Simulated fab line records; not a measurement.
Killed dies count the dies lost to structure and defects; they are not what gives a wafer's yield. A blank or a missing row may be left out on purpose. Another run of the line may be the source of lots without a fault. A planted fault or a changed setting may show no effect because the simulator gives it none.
fab line records	flow n5_finfet
record: lots: 4	wafers: 12	last_day: 17
route steps=1938 shown FIN_SAQP@119 BEOL_M4@1111 PASSIVATION@1936
lots untouched by any fault: they come from a run of this same line in which no faults occurred
start_h: hours from the record's opening day to when the first of the lot's shown wafers began	wait_h: how many hours have passed since the lot's step before this one	" as in the row above	L1.1+2: one row covering several wafers at once	- no value present, or no start provided	* or withheld: withheld	< > ~ a bound
route shown NAME@n: names a module that has steps shown in the file, with the first one's number in the route	usual: mean/standard deviation taken from wafers without a fault	same: alike in all rows	chamber/n: place in a boat	sites: per-site readings	_std_site: the standard deviation of these	_edge_site: outer sites' mean less inner sites'	radius_mm: how far each site lies from the wafer's centre	mask NAME#n: copy n	behind: the tool/chamber that last shaped the wafer	hold: cause of the lot's hold/its duration in hours/its outcome	device: the transistor (n, p or np) that didn't switch	end of line: the same wafers' tests at the end of the route	a step given without rows: its recipe and nothing more	killed: count of dies lost to structure and defects at first sort (not the wafer's yield)	map: per-die view of a wafer (x killed, . not killed, _ where there is no die)
set.NAME: the run value of the setting; set.NAME@STEP: its run value at that earlier step	model.NAME: the simulator's own value behind a step, which no gauge read
a table for each step, a row for each wafer; lots at some steps of the route
services: the hour from which a tool's chamber was out of use, counted from the record's first day as start_h (under 0 if before that day), plus the number of hours and why
== steps ==
step: N5_FIN_SAQP_STRIP_74
recipe: chemistry: CHF3/O2	resist: SiARC	rf_frequency_hz: 6e+07
step: N5_FIN_SAQP_MANDREL_ETCH_22
recipe: target_depth_a: 600	chemistry: HBr/Cl2	target: a-Si	stop_on: SiNx	bt_time_s: 10	over_etch_frac: 0.5	time_s: 30	pressure_mtorr: 10	icp_w: 800	bias_w: 75	HBr_flow_sccm: 150	Cl2_flow_sccm: 80	ends: end_point
step: N5_FIN_SAQP_STRIP_55
recipe: chemistry: N2/H2	power_w: 500	temp_c: 40	pressure_mtorr: 50	rf_frequency_hz: 6e+07	overash_fraction: 0.3	bias_power_w: 28	h2_frac: 0.5	n2_flow_sccm: 300	h2_flow_sccm: 300
step: N5_FIN_SAQP_STRIP_23
recipe: chemistry: SPM	time_s: 750	temp_c: 130	h2so4_h2o2_vol_ratio: 4
step: N5_FIN_SAQP_SRD_66
recipe: dry: ipa_marangoni	time_s: 30	temp_c: 23	rinse_liquid: diw
step: N5_FIN_SAQP_RECESS_75
recipe: chemistry: HF/NH3	target: SiO2	target_depth_a: 144	afs_cycles: 3	temp_c: 30	sublimation_temp_c: 180	sublimation_time_s: 60
step: N5_FIN_SAQP_SPACER1_ALD_24
recipe: material: SiO2	target_thk_a: 203	temp_c: 300	ald_precursor_family: BDEAS	ald_co_reactant: O2-plasma	pulse_time_s: 1	purge_time_s: 2	co_reactant_purge_time_s: 2	ald_cycles: 218	pressure_torr: 2
step: N5_FIN_SAQP_SPACER1_ETCHBACK_25
recipe: chemistry: CHF3/O2	mode: anisotropic_etchback	target: SiO2	target_depth_a: 244	time_s: 12.2	pressure_mtorr: 30	source_w: 650	bias_w: 170	Ar_flow_sccm: 200	CHF3_flow_sccm: 50	O2_flow_sccm: 5	ion_energy_ev: 200
step: N5_FIN_SAQP_MANDREL1_REMOVE_56
recipe: chemistry: HBr/Cl2/O2	bt_time_s: 10	target: a-Si	stop_on: SiNx	endpoint: OES-SiCl	over_etch_frac: 1	icp_w: 600	bias_w: 22	HBr_flow_sccm: 150	Cl2_flow_sccm: 80	O2_flow_sccm: 5	pressure_mtorr: 10
step: N5_FIN_SAQP_ETCH_57
recipe: chemistry: CH3F/O2	target: SiNx	mask_material: SiO2	target_depth_a: 325	time_s: 46.4	pressure_mtorr: 30	source_w: 395	bias_w: 73	Ar_flow_sccm: 150	CH3F_flow_sccm: 30	O2_flow_sccm: 20	ion_energy_ev: 120	ends: cleared
step: N5_FIN_SAQP_ETCH_65
recipe: chemistry: CF4	target: SiO2	target_depth_a: 40	ion_energy_ev: 350	time_s: 4.4	pressure_mtorr: 10	icp_w: 800	bias_w: 400	cf4_flow_sccm: 80
step: N5_FIN_SAQP_MANDREL_ETCH_58
recipe: chemistry: HBr/Cl2	target: a-Si	target_depth_a: 450	bt_time_s: 10	stop_on: SiNx	mask_material: SiO2	over_etch_frac: 0.8	time_s: 27	pressure_mtorr: 10	icp_w: 800	bias_w: 75	HBr_flow_sccm: 150	Cl2_flow_sccm: 80	ends: end_point
usual: HBr_flow_sccm: 150.1/0.44	bias_w: 75.01/0.24	bt_time_s: 10/0	drypump_motor_current_A: 5.6/0.41	oes_product_au: 0.697/0.015	throttle_valve_pct: 35.57/0.24
lot.wafer	tool	chamber	start_h	wait_h	HBr_flow_sccm	bias_w	bt_time_s	drypump_motor_current_A	oes_product_au	rf_hours_counter_h	throttle_valve_pct
L322.2	rie_si-01	0	66.39	0.0	149.5	75.51	10	5.6	0.675	111	35.41
L322.3	"	2	"	"	150.9	74.55	10	5.0	0.683	46	35.75
L322.6	"	0	"	"	150.2	75.27	10	5.5	0.678	-	35.42
L334.3	rie_si-06	3	138.20	0.0	-	-	-	-	-	-	-
L334.5	"	1	"	"	-	-	-	-	-	-	-
L334.6	"	0	"	"	-	-	-	-	-	-	-
L335.2	rie_si-01	2	143.66	0.0	-	-	-	-	-	-	-
L335.3	"	1	"	"	-	-	-	-	-	-	-
L335.4	"	3	"	"	-	-	-	-	-	-	-
L336.1	rie_si-03	0	150.64	0.0	149.7	74.96	10	5.0	0.720	54	35.69
L336.2	"	1	"	"	149.9	75.13	10	5.6	0.703	182	35.30
L336.4	"	3	"	"	150.4	74.80	10	5.3	0.724	114	35.40
step: N5_FIN_SAQP_RECESS_63
recipe: chemistry: HF/NH3	target: SiO2	target_depth_a: 180	afs_cycles: 3	temp_c: 30	sublimation_temp_c: 180	sublimation_time_s: 60
step: N5_FIN_SAQP_COAT_68
recipe: resist: SOC	temp_c: 250	time_s: 60	spin_rpm: 1500	resist_thk_nm: 100
step: N5_FIN_SAQP_ETCH_69
recipe: chemistry: N2/H2	target: SOC	target_depth_a: 1500	stop_on: SiNx	ion_energy_ev: 100	bias_w: 61	pressure_mtorr: 30	source_w: 850	n2_flow_sccm: 200	h2_flow_sccm: 200
usual: bias_w: 61.00/0.19	chamber_pressure_mTorr: 30.00/0.03	drypump_motor_current_A: 5.7/0.38	h2_flow_sccm: 200.0/0.59	oes_product_au: 0.74/0.068	rf_vpp_V: 240.6/1.6	showerhead_plenum_p_Torr: 2.54/0.085	throttle_valve_pct: 17.92/0.25
lot.wafer	tool	chamber	start_h	wait_h	bias_w	chamber_pressure_mTorr	drypump_motor_current_A	h2_flow_sccm	oes_product_au	rf_hours_counter_h	rf_vpp_V	showerhead_plenum_p_Torr	throttle_valve_pct
L322.2	rie_diel-03	0	66.91	-	61.05	30.05	5.4	199.8	0.75	145	238.4	2.44	17.78
L322.3	"	1	"	"	60.84	30.00	5.7	199.4	0.71	209	243.2	2.65	18.31
L322.6	"	0	"	"	60.88	30.03	5.4	200.3	0.74	-	239.3	2.44	17.77
L334.3	rie_diel-01	3	138.85	-	61.22	29.98	5.5	199.8	0.28	181	239.5	2.52	17.69
L334.5	"	3	"	"	61.25	29.98	5.5	200.4	0.28	-	241.2	2.52	17.71
L334.6	"	0	"	"	60.97	30.01	5.5	199.2	0.29	-	241.9	2.65	17.87
L335.2	rie_diel-06	3	144.39	-	60.99	30.00	5.5	199.2	0.35	6	240.1	2.50	17.94
L335.3	"	0	"	"	60.88	30.01	6.5	199.0	0.30	118	240.0	2.46	17.71
L335.4	"	2	"	"	61.26	30.00	5.3	199.1	0.26	-	241.0	2.60	17.94
L336.1	rie_diel-06	1	151.19	-	61.12	30.00	5.5	199.9	0.97	1	241.3	2.51	17.42
L336.2	"	0	"	"	60.94	30.01	6.5	200.0	0.76	121	238.6	2.45	17.76
L336.4	"	2	"	"	60.85	29.96	5.4	198.8	0.68	245	242.0	2.60	17.97
step: N5_FIN_SAQP_STRIP_70
recipe: chemistry: N2/H2	power_w: 500	temp_c: 40	pressure_mtorr: 50	rf_frequency_hz: 6e+07	overash_fraction: 0.3	bias_power_w: 28	h2_frac: 0.5	n2_flow_sccm: 300	h2_flow_sccm: 300
step: N5_FIN_SAQP_RECESS_71
recipe: chemistry: HF/NH3	target: SiO2	target_depth_a: 30	afs_cycles: 1	temp_c: 30	sublimation_temp_c: 180	sublimation_time_s: 60
step: N5_FIN_SAQP_SPACER2_ALD_28
recipe: material: SiO2	target_thk_a: 81	temp_c: 300	ald_precursor_family: BDEAS	ald_co_reactant: O2-plasma	pulse_time_s: 1	purge_time_s: 2	co_reactant_purge_time_s: 2	pressure_torr: 2
step: N5_FIN_SAQP_SPACER2_ETCHBACK_29
recipe: chemistry: CHF3/O2	mode: anisotropic_etchback	target: SiO2	target_depth_a: 122	time_s: 6.1	pressure_mtorr: 30	source_w: 650	bias_w: 170	Ar_flow_sccm: 200	CHF3_flow_sccm: 50	O2_flow_sccm: 5	ion_energy_ev: 200
usual: drypump_motor_current_A: 5.6/0.36	oes_ar_750_au: 0.74/0.058	oes_product_au: 0.74/0.061	rf_vpp_V: 525/7	showerhead_plenum_p_Torr: 2.40/0.079	throttle_valve_pct: 19.01/0.23
lot.wafer	tool	chamber	start_h	wait_h	drypump_motor_current_A	oes_ar_750_au	oes_product_au	rf_hours_counter_h	rf_vpp_V	showerhead_plenum_p_Torr	throttle_valve_pct
L322.2	rie_diel-03	2	67.55	0.2	5.7	0.70	0.69	231	524	2.29	19.33
L322.3	"	3	"	"	6.6	0.89	0.88	35	535	2.55	18.65
L322.6	"	1	"	"	5.7	0.73	0.70	-	522	2.50	19.28
L334.3	rie_diel-01	1	139.50	0.2	5.3	0.73	0.27	202	522	2.30	19.26
L334.5	"	3	"	"	5.5	0.73	0.27	-	525	2.39	18.74
L334.6	"	2	"	"	5.8	0.71	0.28	-	514	2.40	18.91
L335.2	rie_diel-01	1	145.12	0.2	5.3	0.72	0.27	204	521	2.30	19.29
L335.3	"	0	"	"	5.5	0.74	0.28	163	528	2.50	18.78
L335.4	"	3	"	"	5.5	0.73	0.28	184	526	2.39	18.75
L336.1	rie_diel-06	0	151.82	0.2	6.5	0.78	0.78	121	534	2.32	18.87
L336.2	"	2	"	"	5.4	0.69	0.68	245	536	2.46	18.98
L336.4	"	1	"	"	5.5	0.97	0.99	1	517	2.35	18.36
step: N5_FIN_SAQP_MANDREL2_REMOVE_60
recipe: chemistry: HBr/Cl2/O2	bt_time_s: 10	target: a-Si	stop_on: SiNx	endpoint: OES-SiCl	over_etch_frac: 1	icp_w: 600	bias_w: 22	HBr_flow_sccm: 150	Cl2_flow_sccm: 80	O2_flow_sccm: 5	pressure_mtorr: 10
step: N5_BEOL_M4_RC_MEAS_101
usual: DIBL_N: 36.4/1.6	DIBL_P: 36.2/1.8	IOFF_N: 0.159/0.029	IOFF_P: 0.21/0.034	ION_N: 670/12	ION_P: 459/8.2	SS_N: 71.5/0.59	SS_P: 73.2/0.54	VT_N: 250/3.3	VT_P: -250/3.7
lot.wafer	tool	chamber	start_h	wait_h	DIBL_N[mV/V]	DIBL_P[mV/V]	IOFF_N[nA/um]	IOFF_P[nA/um]	ION_N[uA/um]	ION_P[uA/um]	SS_N[mV/dec]	SS_P[mV/dec]	VT_N[mV]	VT_P[mV]
L322.2	prober-01	0	244.11	0.2	35.9	34.4	0.120	0.15	647	438	71.3	73.7	255	-256
L322.3	"	0	"	"	38.7	38.6	0.180	0.21	666	449	71.5	74.1	251	-255
L322.6	"	0	"	"	37.7	36.1	0.152	0.17	670	444	71.5	73.4	251	-257
L336.1	prober-02	0	310.94	0.0	37.1	37.5	0.159	0.17	675	452	71.4	72.2	250	-256
L336.2	"	0	"	"	38.1	38.0	0.164	0.18	668	445	71.3	73.0	249	-256
L336.4	"	0	"	"	37.7	37.7	0.155	0.17	675	447	72.1	72.6	251	-258
step: N5_PASSIVATION_PROBE_49
usual: defect_limited_yield: 91.1/1.5	killed_at_M0_to_M3: 33/9.9	killed_at_M4_up: 14/5.2	killed_at_contacts: 12/6.7	killed_at_front_end: 43/13	killed_at_other: 3.4/2.7	killed_dies: 105/17	killed_on_rim: 14/4.2	killed_open: 69/13	killed_short: 33/7.5	sort_bin_5_function: 5.2/0.91	sort_bin_6_memory: 3.3/0.71	sort_bin_8_speed: 0.00/0.032	sort_n_pass: 1075/17	sort_yield_pct: 91.1/1.5
same: gross_dies: 1180	killed_at_back_side: 0	sort_bin_4_leakage[%]: 0
lot.wafer	tool	chamber	start_h	wait_h	defect_limited_yield[%]	killed_at_M0_to_M3	killed_at_M4_up	killed_at_contacts	killed_at_front_end	killed_at_other	killed_dies	killed_on_rim	killed_open	killed_short	sort_bin_5_function[%]	sort_bin_6_memory[%]	sort_bin_8_speed[%]	sort_n_pass	sort_yield_pct[%]
L322.3	prober-01	-	342.68	0.1	88.9	41	19	21	50	0	131	19	86	44	6.6	4.1	0	1049	88.9
L322.6	prober-01	-	342.83	0.3	91.1	28	17	9	50	1	105	16	76	29	6.0	2.6	0	1075	91.1
L334.3	prober-01	-	405.68	0.1	0	19	3	22	1131	5	1180	152	61	33	96.9	2.9	0	0	0
L334.5	prober-01	-	405.78	0.2	0	33	12	15	1119	1	1180	152	68	32	96.2	3.6	0	0	0
L334.6	prober-01	-	405.83	0.3	0	13	13	12	1135	7	1180	152	56	29	97.4	2.5	0	0	0
L335.2	prober-02	-	406.82	0.1	0	34	23	17	1105	1	1180	152	81	49	95.0	4.8	0	0	0
L335.3	prober-02	-	406.87	0.1	0	33	24	10	1111	2	1180	152	71	48	96.1	3.6	0	0	0
L335.4	prober-02	-	406.92	0.2	0	38	18	18	1103	3	1180	152	83	39	95.9	3.8	0	0	0
L336.1	prober-02	-	417.53	0.0	92.4	37	10	12	25	6	90	19	58	29	4.3	2.6	0	1090	92.4
L336.2	prober-02	-	417.58	0.1	91.1	29	15	9	42	10	105	13	63	39	5.3	2.8	0	1075	91.1
L336.4	prober-02	-	417.68	0.2	92.7	28	18	6	26	8	86	7	57	28	4.0	2.8	0	1094	92.7
killed by level:class
L322.3 MOL_CONTACT_COAG:geometric_particle:open=17 BEOL_M1:geometric_particle:open=14 STI_FIN_REVEAL:geometric_particle:open=13 BEOL_M0_SAQP:geometric_particle:short=10 BEOL_M4:geometric_particle:open=7 ILD0:geometric_particle:short=7 FIN_SAQP:geometric_particle:open=6 ILD0:geometric_particle:open=6
L322.6 FIN_SAQP:geometric_particle:open=16 BEOL_M1:geometric_particle:open=11 FIN_SAQP:geometric_particle:short=8 STI_FIN_REVEAL:geometric_particle:open=8 BEOL_M0_SAQP:geometric_particle:open=6 MOL_CONTACT_COAG:geometric_particle:open=5 MOL_CONTACT_COAG:geometric_particle:short=4 BEOL_M3:geometric_particle:open=4
L334.3 FIN_SAQP:area_etch=1084 MOL_CONTACT_COAG:geometric_particle:open=20 FIN_SAQP:geometric_particle:short=12 DUMMY_GATE:geometric_particle:open=12 STI_FIN_REVEAL:geometric_particle:open=7 BEOL_M0_SAQP:geometric_particle:short=6 FIN_SAQP:geometric_particle:open=5 DUMMY_GATE:geometric_particle:short=4
L334.5 FIN_SAQP:area_etch=1078 MOL_CONTACT_COAG:geometric_particle:open=12 STI_FIN_REVEAL:geometric_particle:open=8 BEOL_M1:geometric_particle:open=8 BEOL_M2:geometric_particle:open=7 BEOL_M4:geometric_particle:open=6 DUMMY_GATE:geometric_particle:open=5 BEOL_M0:geometric_particle:open=5
L334.6 FIN_SAQP:area_etch=1092 STI_FIN_REVEAL:geometric_particle:open=10 DUMMY_GATE:geometric_particle:open=8 MOL_CONTACT_COAG:geometric_particle:open=7 FIN_SAQP:geometric_particle:short=5 BEOL_M4:geometric_particle:open=5 STARTING-WAFER:geometric_particle:short=5 FIN_SAQP:geometric_particle:open=4
L335.2 FIN_SAQP:area_etch=1048 FIN_SAQP:geometric_particle:short=15 STI_FIN_REVEAL:geometric_particle:open=12 MOL_CONTACT_COAG:geometric_particle:open=11 BEOL_M2:geometric_particle:open=8 FIN_SAQP:geometric_particle:open=7 BEOL_M0:geometric_particle:open=7 BEOL_M4:geometric_particle:open=7
L335.3 FIN_SAQP:area_etch=1059 FIN_SAQP:geometric_particle:short=17 MOL_CONTACT_COAG:geometric_particle:open=10 STI_FIN_REVEAL:geometric_particle:open=7 BEOL_M3:geometric_particle:open=7 BEOL_M5:geometric_particle:short=7 FIN_SAQP:geometric_particle:open=6 BEOL_M0_SAQP:geometric_particle:open=5
L335.4 FIN_SAQP:area_etch=1056 MOL_CONTACT_COAG:geometric_particle:open=15 FIN_SAQP:geometric_particle:short=13 FIN_SAQP:geometric_particle:open=11 BEOL_M0_SAQP:geometric_particle:open=10 BEOL_M5:geometric_particle:open=7 BEOL_M1:geometric_particle:open=6 STI_FIN_REVEAL:geometric_particle:open=6
L336.1 MOL_CONTACT_COAG:geometric_particle:open=10 BEOL_M1:geometric_particle:open=9 BEOL_M2:geometric_particle:open=8 BEOL_M0_SAQP:geometric_particle:short=6 FIN_SAQP:geometric_particle:open=4 BEOL_M0_SAQP:geometric_particle:open=4 STI_FIN_REVEAL:geometric_particle:open=3 DUMMY_GATE:geometric_particle:open=3
L336.2 DUMMY_GATE:geometric_particle:open=8 FIN_SAQP:geometric_particle:open=7 MOL_CONTACT_COAG:geometric_particle:open=7 BEOL_M0_SAQP:geometric_particle:short=7 BEOL_M0_SAQP:geometric_particle:open=6 STARTING-WAFER:geometric_particle:short=6 STI_FIN_REVEAL:geometric_particle:open=5 FIN_SAQP:geometric_particle:short=4
L336.4 STI_FIN_REVEAL:geometric_particle:open=8 BEOL_M4:geometric_particle:open=7 BEOL_M2:geometric_particle:open=6 BEOL_M0_SAQP:geometric_particle:open=5 BEOL_M0_SAQP:geometric_particle:short=4 BEOL_M1:geometric_particle:open=4 BEOL_M3:geometric_particle:open=4 STI_FIN_REVEAL:geometric_particle:short=3
map L334.3 (x killed, . not)
_________________xxxxxxxxxxxx________________
______________xxxxxxxxxxxxxxxxxx_____________
___________xxxxxxxxxxxxxxxxxxxxxxxx__________
__________xxxxxxxxxxxxxxxxxxxxxxxxxx_________
________xxxxxxxxxxxxxxxxxxxxxxxxxxxxxx_______
_______xxxxxxxxxxxxxxxxxxxxxxxxxxxxxxxx______
______xxxxxxxxxxxxxxxxxxxxxxxxxxxxxxxxxx_____
_____xxxxxxxxxxxxxxxxxxxxxxxxxxxxxxxxxxxx____
____xxxxxxxxxxxxxxxxxxxxxxxxxxxxxxxxxxxxxx___
___xxxxxxxxxxxxxxxxxxxxxxxxxxxxxxxxxxxxxxxx__
___xxxxxxxxxxxxxxxxxxxxxxxxxxxxxxxxxxxxxxxx__
__xxxxxxxxxxxxxxxxxxxxxxxxxxxxxxxxxxxxxxxxxx_
__xxxxxxxxxxxxxxxxxxxxxxxxxxxxxxxxxxxxxxxxxx_
_xxxxxxxxxxxxxxxxxxxxxxxxxxxxxxxxxxxxxxxxxxxx
_xxxxxxxxxxxxxxxxxxxxxxxxxxxxxxxxxxxxxxxxxxxx
_xxxxxxxxxxxxxxxxxxxxxxxxxxxxxxxxxxxxxxxxxxxx
_xxxxxxxxxxxxxxxxxxxxxxxxxxxxxxxxxxxxxxxxxxxx
_xxxxxxxxxxxxxxxxxxxxxxxxxxxxxxxxxxxxxxxxxxxx
_xxxxxxxxxxxxxxxxxxxxxxxxxxxxxxxxxxxxxxxxxxxx
_xxxxxxxxxxxxxxxxxxxxxxxxxxxxxxxxxxxxxxxxxxxx
_xxxxxxxxxxxxxxxxxxxxxxxxxxxxxxxxxxxxxxxxxxxx
__xxxxxxxxxxxxxxxxxxxxxxxxxxxxxxxxxxxxxxxxxx_
__xxxxxxxxxxxxxxxxxxxxxxxxxxxxxxxxxxxxxxxxxx_
___xxxxxxxxxxxxxxxxxxxxxxxxxxxxxxxxxxxxxxxx__
___xxxxxxxxxxxxxxxxxxxxxxxxxxxxxxxxxxxxxxxx__
____xxxxxxxxxxxxxxxxxxxxxxxxxxxxxxxxxxxxxx___
_____xxxxxxxxxxxxxxxxxxxxxxxxxxxxxxxxxxxx____
______xxxxxxxxxxxxxxxxxxxxxxxxxxxxxxxxxx_____
_______xxxxxxxxxxxxxxxxxxxxxxxxxxxxxxxx______
________xxxxxxxxxxxxxxxxxxxxxxxxxxxxxx_______
__________xxxxxxxxxxxxxxxxxxxxxxxxxx_________
___________xxxxxxxxxxxxxxxxxxxxxxxx__________
______________xxxxxxxxxxxxxxxxxx_____________
_________________xxxxxxxxxxxx________________
map L335.2 (x killed, . not)
_________________xxxxxxxxxxxx________________
______________xxxxxxxxxxxxxxxxxx_____________
___________xxxxxxxxxxxxxxxxxxxxxxxx__________
__________xxxxxxxxxxxxxxxxxxxxxxxxxx_________
________xxxxxxxxxxxxxxxxxxxxxxxxxxxxxx_______
_______xxxxxxxxxxxxxxxxxxxxxxxxxxxxxxxx______
______xxxxxxxxxxxxxxxxxxxxxxxxxxxxxxxxxx_____
_____xxxxxxxxxxxxxxxxxxxxxxxxxxxxxxxxxxxx____
____xxxxxxxxxxxxxxxxxxxxxxxxxxxxxxxxxxxxxx___
___xxxxxxxxxxxxxxxxxxxxxxxxxxxxxxxxxxxxxxxx__
___xxxxxxxxxxxxxxxxxxxxxxxxxxxxxxxxxxxxxxxx__
__xxxxxxxxxxxxxxxxxxxxxxxxxxxxxxxxxxxxxxxxxx_
__xxxxxxxxxxxxxxxxxxxxxxxxxxxxxxxxxxxxxxxxxx_
_xxxxxxxxxxxxxxxxxxxxxxxxxxxxxxxxxxxxxxxxxxxx
_xxxxxxxxxxxxxxxxxxxxxxxxxxxxxxxxxxxxxxxxxxxx
_xxxxxxxxxxxxxxxxxxxxxxxxxxxxxxxxxxxxxxxxxxxx
_xxxxxxxxxxxxxxxxxxxxxxxxxxxxxxxxxxxxxxxxxxxx
_xxxxxxxxxxxxxxxxxxxxxxxxxxxxxxxxxxxxxxxxxxxx
_xxxxxxxxxxxxxxxxxxxxxxxxxxxxxxxxxxxxxxxxxxxx
_xxxxxxxxxxxxxxxxxxxxxxxxxxxxxxxxxxxxxxxxxxxx
_xxxxxxxxxxxxxxxxxxxxxxxxxxxxxxxxxxxxxxxxxxxx
__xxxxxxxxxxxxxxxxxxxxxxxxxxxxxxxxxxxxxxxxxx_
__xxxxxxxxxxxxxxxxxxxxxxxxxxxxxxxxxxxxxxxxxx_
___xxxxxxxxxxxxxxxxxxxxxxxxxxxxxxxxxxxxxxxx__
___xxxxxxxxxxxxxxxxxxxxxxxxxxxxxxxxxxxxxxxx__
____xxxxxxxxxxxxxxxxxxxxxxxxxxxxxxxxxxxxxx___
_____xxxxxxxxxxxxxxxxxxxxxxxxxxxxxxxxxxxx____
______xxxxxxxxxxxxxxxxxxxxxxxxxxxxxxxxxx_____
_______xxxxxxxxxxxxxxxxxxxxxxxxxxxxxxxx______
________xxxxxxxxxxxxxxxxxxxxxxxxxxxxxx_______
__________xxxxxxxxxxxxxxxxxxxxxxxxxx_________
___________xxxxxxxxxxxxxxxxxxxxxxxx__________
______________xxxxxxxxxxxxxxxxxx_____________
_________________xxxxxxxxxxxx________________
== services ==
tool	chamber	start_h	hours	kind
rie_diel-01	1	95.89	7.1	repair
rie_diel-06	3	104.22	-	clean
rie_diel-06	3	104.22	-	consumable_replace:focus_ring
rie_diel-06	3	104.22	26.0	scheduled_down
rie_diel-06	3	104.22	26.0	vent_cycle
rie_diel-06	-	127.09	0.4	repair
rie_diel-03	2	127.13	-	clean
rie_diel-03	2	127.13	-	consumable_replace:focus_ring
rie_diel-03	2	127.13	-	consumable_replace:showerhead
rie_diel-03	2	127.13	11.0	scheduled_down
rie_diel-03	2	127.13	11.0	vent_cycle
rie_diel-06	1	130.24	-	clean
rie_diel-06	1	130.24	-	consumable_replace:focus_ring
rie_diel-06	1	130.24	18.3	scheduled_down
rie_diel-06	1	130.24	18.3	vent_cycle
rie_si-03	1	130.58	2.0	repair
== key ==
first_sign: step: N5_FIN_SAQP_MANDREL_ETCH_58	reading: tool_record	direction: missing
effect: step: N5_FIN_SAQP_ETCH_69	reading: oes_product_au	direction: down	sigmas: 6.7	usual: 0.74	struck: 0.29
effect: step: N5_FIN_SAQP_SPACER2_ETCHBACK_29	reading: oes_product_au	direction: down	sigmas: 7.8	usual: 0.74	struck: 0.27
effect: step: N5_PASSIVATION_PROBE_49	reading: sort_bin_5_function	direction: up	sigmas: 99+	usual: 5.2	struck: 96.2
more_kills_born_at: N5_FIN_SAQP_MANDREL_ETCH_58@rie_si-06: 3244	N5_FIN_SAQP_MANDREL_ETCH_58@rie_si-01: 3163
met_at N5_FIN_SAQP_MANDREL_ETCH_58
struck_wafers L334.3,L334.5,L334.6,L335.2,L335.3,L335.4
later_rows_left_out L334.3,L334.5,L334.6,L335.2,L335.3,L335.4
onset_between 66.39 138.20
fault: kind: skipped_step_whole	tool: rie_si-01,rie_si-06	chamber: -	onset_h: 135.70	steps: N5_FIN_SAQP_MANDREL_ETCH_58	scope: struck_lots_only
later_rows_left_out: the simulator's readings of these wafers behind a module that went badly wrong aren't trusted and aren't shown, but for the sort
